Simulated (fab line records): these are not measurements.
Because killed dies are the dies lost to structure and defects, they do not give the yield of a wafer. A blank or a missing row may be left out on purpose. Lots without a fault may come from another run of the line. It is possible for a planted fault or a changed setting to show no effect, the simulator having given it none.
Check of tool commonality :: flow n5Finfet :: 9 lots, 27 wafers sampled

== WHY THIS WAS OPENED ==
Flagged at N5_MOL_CONTACT_COAG_CD_MEAS_08: reading cdNm, on 2 of 9 lots. Wafers without a fault read 28.01 nm, standard deviation 0.25.
Rule: a lot gets a flag if all its wafers with a number sit over 4 standard deviations from that mean, or if no wafer of it has a number. As for the other lots, they are considered sound.

lot: L965
measured: day 4 22:21
on: cdSem-03
cdNm (nm), wafer by wafer: 27.79 27.91 28.25
flag: 

lot: L969
measured: day 5 22:04
on: cdSem-02
cdNm (nm), wafer by wafer: 27.77 27.73 28.03
flag: 

lot: L971
measured: day 6 08:48
on: cdSem-01
cdNm (nm), wafer by wafer: 26.89 25.75 22.30
flag: FLAGGED

lot: L973
measured: day 6 21:14
on: cdSem-02
cdNm (nm), wafer by wafer: 25.94 26.96 25.63
flag: FLAGGED

lot: L976
measured: day 7 15:35
on: cdSem-01
cdNm (nm), wafer by wafer: 27.63 28.19 27.61
flag: 

lot: L984
measured: day 9 14:11
on: cdSem-01
cdNm (nm), wafer by wafer: 27.77 27.87 27.81
flag: 

lot: L985
measured: day 10 04:32
on: cdSem-02
cdNm (nm), wafer by wafer: 28.20 27.83 28.40
flag: 

lot: L987
measured: day 10 08:01
on: cdSem-01
cdNm (nm), wafer by wafer: 27.94 28.18 27.75
flag: 

lot: L986
measured: day 10 11:53
on: cdSem-02
cdNm (nm), wafer by wafer: 27.97 27.89 27.83
flag: 
On average the flagged lots' numbers are 25.58 nm, which is -2.43 nm against the usual, or -10 standard deviations.

== WHICH TOOL RAN EACH LOT ==
Before the reading, the record contains 3 process steps out of a 1938-step route. Each cell gives the tool, then ch followed by the chambers the sampled wafers passed through, then the start.
lot: L965
flag: 
N5_GATE_CUT_CUT_ETCH_53: rieMetal-03 ch 0,1, day 4 18:05
N5_GATE_CUT_CMP_43: cmp-02 ch 1,2,3, day 4 21:30
N5_MOL_CONTACT_COAG_EXPOSE_05: euvScanner-01 ch 0, day 4 22:14

lot: L969
flag: 
N5_GATE_CUT_CUT_ETCH_53: rieMetal-02 ch 0,1, day 5 18:32
N5_GATE_CUT_CMP_43: cmp-02 ch 0,2,3, day 5 21:04
N5_MOL_CONTACT_COAG_EXPOSE_05: euvScanner-01 ch 0, day 5 21:56

lot: L971
flag: FLAGGED
N5_GATE_CUT_CUT_ETCH_53: rieMetal-03 ch 0,1, day 6 05:06
N5_GATE_CUT_CMP_43: cmp-03 ch 2,3, day 6 07:52
N5_MOL_CONTACT_COAG_EXPOSE_05: euvScanner-01 ch 0, day 6 08:40

lot: L973
flag: FLAGGED
N5_GATE_CUT_CUT_ETCH_53: rieMetal-03 ch 0, day 6 17:51
N5_GATE_CUT_CMP_43: cmp-02 ch 1,2, day 6 20:07
N5_MOL_CONTACT_COAG_EXPOSE_05: euvScanner-01 ch 0, day 6 21:07

lot: L976
flag: 
N5_GATE_CUT_CUT_ETCH_53: rieMetal-02 ch 0,1, day 7 12:16
N5_GATE_CUT_CMP_43: cmp-02 ch 0,1, day 7 14:31
N5_MOL_CONTACT_COAG_EXPOSE_05: euvScanner-02 ch 0, day 7 15:28

lot: L984
flag: 
N5_GATE_CUT_CUT_ETCH_53: rieMetal-03 ch 0,1, day 9 10:45
N5_GATE_CUT_CMP_43: cmp-02 ch 0,2,3, day 9 13:11
N5_MOL_CONTACT_COAG_EXPOSE_05: euvScanner-02 ch 0, day 9 14:04

lot: L985
flag: 
N5_GATE_CUT_CUT_ETCH_53: rieMetal-03 ch 0,1, day 10 01:01
N5_GATE_CUT_CMP_43: cmp-01 ch 0,1,2, day 10 03:36
N5_MOL_CONTACT_COAG_EXPOSE_05: euvScanner-02 ch 0, day 10 04:24

lot: L987
flag: 
N5_GATE_CUT_CUT_ETCH_53: rieMetal-02 ch 0,1, day 10 04:38
N5_GATE_CUT_CMP_43: cmp-01 ch 0,1, day 10 06:58
N5_MOL_CONTACT_COAG_EXPOSE_05: euvScanner-01 ch 0, day 10 07:54

lot: L986
flag: 
N5_GATE_CUT_CUT_ETCH_53: rieMetal-03 ch 0, day 10 08:37
N5_GATE_CUT_CMP_43: cmp-02 ch 0,2, day 10 10:53
N5_MOL_CONTACT_COAG_EXPOSE_05: euvScanner-01 ch 0, day 10 11:46
What these steps do:
- N5_GATE_CUT_CUT_ETCH_53: etches W in SF6/Cl2, target depth 79.2 nm.
- N5_GATE_CUT_CMP_43: polishes SiO2.
- N5_MOL_CONTACT_COAG_EXPOSE_05: exposes mask CA, defocus 0 nm.
- N5_MOL_CONTACT_COAG_CD_MEAS_08: target cd 28 nm.

== FLAGGED OVER TOTAL, TOOL BY TOOL (the gauges that took the reading come last) ==
step: N5_GATE_CUT_CUT_ETCH_53
tool: rieMetal-02
lots run: 3
flagged: 0
share of the flagged lots: none
sound lots run after its first flagged lot: -

step: N5_GATE_CUT_CUT_ETCH_53
tool: rieMetal-03
lots run: 6
flagged: 2
share of the flagged lots: all
sound lots run after its first flagged lot: 3 (L984,L985,L986)

step: N5_GATE_CUT_CMP_43
tool: cmp-01
lots run: 2
flagged: 0
share of the flagged lots: none
sound lots run after its first flagged lot: -

step: N5_GATE_CUT_CMP_43
tool: cmp-02
lots run: 6
flagged: 1
share of the flagged lots: some
sound lots run after its first flagged lot: 3 (L976,L984,L986)

step: N5_GATE_CUT_CMP_43
tool: cmp-03
lots run: 1
flagged: 1
share of the flagged lots: some
sound lots run after its first flagged lot: 0

step: N5_MOL_CONTACT_COAG_EXPOSE_05
tool: euvScanner-01
lots run: 6
flagged: 2
share of the flagged lots: all
sound lots run after its first flagged lot: 2 (L987,L986)

step: N5_MOL_CONTACT_COAG_EXPOSE_05
tool: euvScanner-02
lots run: 3
flagged: 0
share of the flagged lots: none
sound lots run after its first flagged lot: -

step: N5_MOL_CONTACT_COAG_CD_MEAS_08
tool: cdSem-01
lots run: 4
flagged: 1
share of the flagged lots: some
sound lots run after its first flagged lot: 3 (L976,L984,L987)

step: N5_MOL_CONTACT_COAG_CD_MEAS_08
tool: cdSem-02
lots run: 4
flagged: 1
share of the flagged lots: some
sound lots run after its first flagged lot: 2 (L985,L986)

step: N5_MOL_CONTACT_COAG_CD_MEAS_08
tool: cdSem-03
lots run: 1
flagged: 0
share of the flagged lots: none
sound lots run after its first flagged lot: -

== WHAT IS ALLOWED BY THE TABLE ==
In 2 table rows, all flagged lots were run: rieMetal-03 (N5_GATE_CUT_CUT_ETCH_53), euvScanner-01 (N5_MOL_CONTACT_COAG_EXPOSE_05).
- rieMetal-03 at N5_GATE_CUT_CUT_ETCH_53 ran 6 lots, 2 of them flagged. Sound lots followed the first flagged one (L984, L985, L986) on it, something a lasting fault affecting the whole tool could not allow.
- euvScanner-01 at N5_MOL_CONTACT_COAG_EXPOSE_05 ran 6 lots, 2 of them flagged. Sound lots followed the first flagged one (L987, L986) on it, something a lasting fault affecting the whole tool could not allow. Its own readings lie more than 4 standard deviations out on every wafer of the flagged lots: exposureDoseMJCm2.
No row of the table ran every flagged lot and no sound lot after the first.

== WHAT WAS PUT IN BY THE SIMULATOR ==
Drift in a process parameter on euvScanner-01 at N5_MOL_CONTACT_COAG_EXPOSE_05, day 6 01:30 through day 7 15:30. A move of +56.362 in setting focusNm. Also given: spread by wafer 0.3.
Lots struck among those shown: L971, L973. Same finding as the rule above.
